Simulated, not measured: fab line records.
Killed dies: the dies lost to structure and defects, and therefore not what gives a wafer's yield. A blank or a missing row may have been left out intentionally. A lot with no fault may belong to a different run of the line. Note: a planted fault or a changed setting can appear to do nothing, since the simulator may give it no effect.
What tool caused it?	flow nand harc	11 lots with 33 wafers sampled at 7 steps, on a route of 1159 steps

WHAT THE GAUGES READ, wafer by wafer
NHARC_P_GATE_CD_MEAS_91: the cd target is 2000 nm.
lot	measured	on	cd nm (nm)
L796	day 7 19:47	cd sem-03	2001.1 2000.3 2000.2
L797	day 7 21:04	cd sem-01	1998.2 1998.9 2000.0
L803	day 8 14:06	cd sem-02	2001.0 2000.6 1997.6
L804	day 8 15:47	cd sem-03	- - -
L805	day 8 16:27	cd sem-01	- - -
L807	day 8 21:06	cd sem-03	- - -
L808	day 8 22:44	cd sem-03	2002.6 1999.3 1999.3
L815	day 10 06:59	cd sem-01	2001.8 1998.2 2000.7
L816	day 10 07:09	cd sem-01	2000.3 1996.3 1997.7
L818	day 10 20:13	cd sem-01	1999.1 2000.5 2001.9
L817	day 10 20:47	cd sem-03	2000.0 2000.0 1998.6

NHARC_P_GATE_INSPECT_68.
lot	measured	on	raw defect count
L796	day 7 22:58	defect inspect-02	111 140 156
L797	day 8 00:09	defect inspect-02	147 107 144
L803	day 8 17:11	defect inspect-01	114 155 166
L804	day 8 19:14	defect inspect-01	1233 1146 1251
L805	day 8 20:08	defect inspect-02	1283 1172 1273
L807	day 9 00:43	defect inspect-02	1204 1223 1161
L808	day 9 02:48	defect inspect-01	346 179 210
L815	day 10 10:15	defect inspect-02	116 101 135
L816	day 10 10:25	defect inspect-02	178 151 171
L818	day 10 23:24	defect inspect-01	139 156 234
L817	day 10 23:55	defect inspect-01	421 195 157

NHARC_END_SORT_01.
lot	measured	on	killed at array	killed at other	killed at periphery	killed dies	killed open	killed short
L804	day 26 11:43	prober-01	30 34 33	0 0 0	647 643 644	677 677 677	2 4 1	6 1 3
L805	day 26 08:21	prober-02	25 40 30	3 1 2	649 636 645	677 677 677	3 6 3	1 4 3
L807	day 28 06:14	prober-02	42 47 49	0 0 0	635 630 628	677 677 677	7 10 2	4 0 1

WHAT TOOL EACH LOT RAN ON (gives the tool, then ch and the chambers of the sampled wafers, and finally the start)
lot	NHARC_P_GATE_DESCUM_48	NHARC_P_GATE_STRIP_76	NHARC_P_GATE_EXPOSE_88	NHARC_P_GATE_STRIP_113
L796	rie diel-05 ch 1,2, day 7 16:13	plasma asher-01 ch 0,1, day 7 18:52	krf scanner-01 ch 0, day 7 19:37	plasma asher-02 ch 0,1, day 7 20:22
L797	rie diel-06 ch 2,3, day 7 17:37	plasma asher-02 ch 0,1, day 7 20:08	krf scanner-04 ch 0, day 7 20:54	plasma asher-01 ch 0,1, day 7 21:37
L803	rie diel-06 ch 0,2, day 8 10:53	plasma asher-02 ch 0,1, day 8 13:11	krf scanner-02 ch 0, day 8 13:56	plasma asher-02 ch 0,1, day 8 14:38
L804	rie diel-05 ch 0,1,3, day 8 12:29	plasma asher-01 ch 0, day 8 14:52	krf scanner-04, day 8 15:38	plasma asher-01 ch 1, day 8 16:31
L805	rie diel-06 ch 0,2, day 8 13:03	plasma asher-01 ch 1, day 8 15:31	krf scanner-01, day 8 16:17	plasma asher-01 ch 1, day 8 17:25
L807	rie diel-05 ch 1,2,3, day 8 17:18	plasma asher-01 ch 1, day 8 20:11	krf scanner-02, day 8 20:57	plasma asher-01 ch 0,1, day 8 21:53
L808	rie diel-06 ch 0,2,3, day 8 19:11	plasma asher-01 ch 0,1, day 8 21:49	krf scanner-02 ch 0, day 8 22:34	plasma asher-01 ch 0,1, day 8 23:59
L815	rie diel-04 ch 0,1,3, day 10 03:47	plasma asher-02 ch 0, day 10 06:11	krf scanner-04 ch 0, day 10 06:49	plasma asher-02 ch 0, day 10 07:39
L816	rie diel-04 ch 0,2,3, day 10 03:58	plasma asher-01 ch 0,1, day 10 06:22	krf scanner-04 ch 0, day 10 06:59	plasma asher-01 ch 0,1, day 10 07:40
L818	rie diel-06 ch 1,2, day 10 16:50	plasma asher-02 ch 0,1, day 10 19:18	krf scanner-01 ch 0, day 10 20:04	plasma asher-01 ch 0,1, day 10 20:45
L817	rie diel-06 ch 1,2,3, day 10 17:37	plasma asher-01 ch 0,1, day 10 19:51	krf scanner-04 ch 0, day 10 20:37	plasma asher-02 ch 0,1, day 10 21:19
- NHARC_P_GATE_DESCUM_48: chemistry O2, time 3 s.
- NHARC_P_GATE_STRIP_76: strips in O2.
- NHARC_P_GATE_EXPOSE_88: exposes mask P HVN, target cd 2000 nm.
- NHARC_P_GATE_STRIP_113: strips in N2/H2, time 740 s.

WHAT THE TOOLS THEMSELVES READ (means of the sampled wafers that have a number; where no wafer has one, the mark that the record gives instead)
NHARC_P_GATE_DESCUM_48.
lot	tool	drypump motor current A (A)	oes product au (a.u.)	rf vpp V (V)	showerhead plenum p Torr (Torr)	throttle valve pct (%)
L796	rie diel-05	6.2	1.004	58.6	1.93	11.310
L797	rie diel-06	5.7	1.003	57.4	1.94	11.318
L803	rie diel-06	6.2	1.001	58.0	1.91	11.318
L804	rie diel-05	5.6	0.999	57.7	1.89	11.303
L805	rie diel-06	5.8	1.005	56.6	1.86	11.314
L807	rie diel-05	6.0	1.004	57.6	1.92	11.309
L808	rie diel-06	6.0	1.007	57.6	1.93	11.316
L815	rie diel-04	5.6	1.000	57.9	1.96	11.317
L816	rie diel-04	6.0	1.000	57.7	1.96	11.309
L818	rie diel-06	5.1	0.996	58.0	1.97	11.308
L817	rie diel-06	5.4	1.007	58.1	1.96	11.305

NHARC_P_GATE_STRIP_76.
lot	tool	drypump motor current A (A)	heater power w (W)
L796	plasma asher-01	5.4	308
L797	plasma asher-02	6.0	340
L803	plasma asher-02	6.1	334
L804	plasma asher-01	5.3	329
L805	plasma asher-01	5.6	291
L807	plasma asher-01	5.6	289
L808	plasma asher-01	5.5	301
L815	plasma asher-02	5.8	355
L816	plasma asher-01	5.5	303
L818	plasma asher-02	5.9	341
L817	plasma asher-01	5.5	309

NHARC_P_GATE_EXPOSE_88.
lot	tool	exposure dose mJ cm2	focus offset nm (nm)
L796	krf scanner-01	11.869	-0.0
L797	krf scanner-04	11.861	-0.1
L803	krf scanner-02	11.883	0.6
L804	krf scanner-04	-	-
L805	krf scanner-01	-	-
L807	krf scanner-02	-	-
L808	krf scanner-02	11.875	-0.1
L815	krf scanner-04	11.863	0.5
L816	krf scanner-04	11.891	-0.5
L818	krf scanner-01	11.862	0.1
L817	krf scanner-04	11.876	-0.4

NHARC_P_GATE_STRIP_113.
lot	tool	drypump motor current A (A)	heater power w (W)
L796	plasma asher-02	6.0	90
L797	plasma asher-01	5.5	81
L803	plasma asher-02	6.1	89
L804	plasma asher-01	5.6	77
L805	plasma asher-01	5.6	77
L807	plasma asher-01	5.5	80
L808	plasma asher-01	5.4	86
L815	plasma asher-02	5.8	95
L816	plasma asher-01	5.4	83
L818	plasma asher-01	5.4	83
L817	plasma asher-02	5.9	89

THE ANSWER, worked out from the rows above alone
Rule: usual is defined by the lots themselves. Put in order of their means at a reading, lots are off if they are a third of the lots or fewer, leave a main group of 4 or more, and stand apart from it by a gap of 3 or more times the standard deviation of the main group's means; of several such gaps the widest counts. A main group is skipped when, at the precision printed for the reading in the tables above, its means are all equal. Also off: a lot with no number at a reading for which 4 or more lots have one. The other lots that the step has rows for count as sound. Order of review: gauges by route order, followed by the tools' own readings, for which a lot's mean as printed above is used. At the first step where some lot is off, the reading lying furthest off is the one used; lots without a number count as furthest.
Off at NHARC_P_GATE_CD_MEAS_91 (cd nm): L804, L805, L807. Without a number there: L804, L805, L807. For the main group the mean is 1999.8 nm and the standard deviation 0.8.
If a tool, at a process step before that reading, ran all the lots that are off and no sound lot after the first of them, it fits. The gauges at NHARC_P_GATE_CD_MEAS_91 aren't tried: what is off there is off at NHARC_P_GATE_INSPECT_68 too, on other tools, and a gauge's error can't cause that. Of those tried, none fits.

WHAT WAS PUT IN BY THE SIMULATOR
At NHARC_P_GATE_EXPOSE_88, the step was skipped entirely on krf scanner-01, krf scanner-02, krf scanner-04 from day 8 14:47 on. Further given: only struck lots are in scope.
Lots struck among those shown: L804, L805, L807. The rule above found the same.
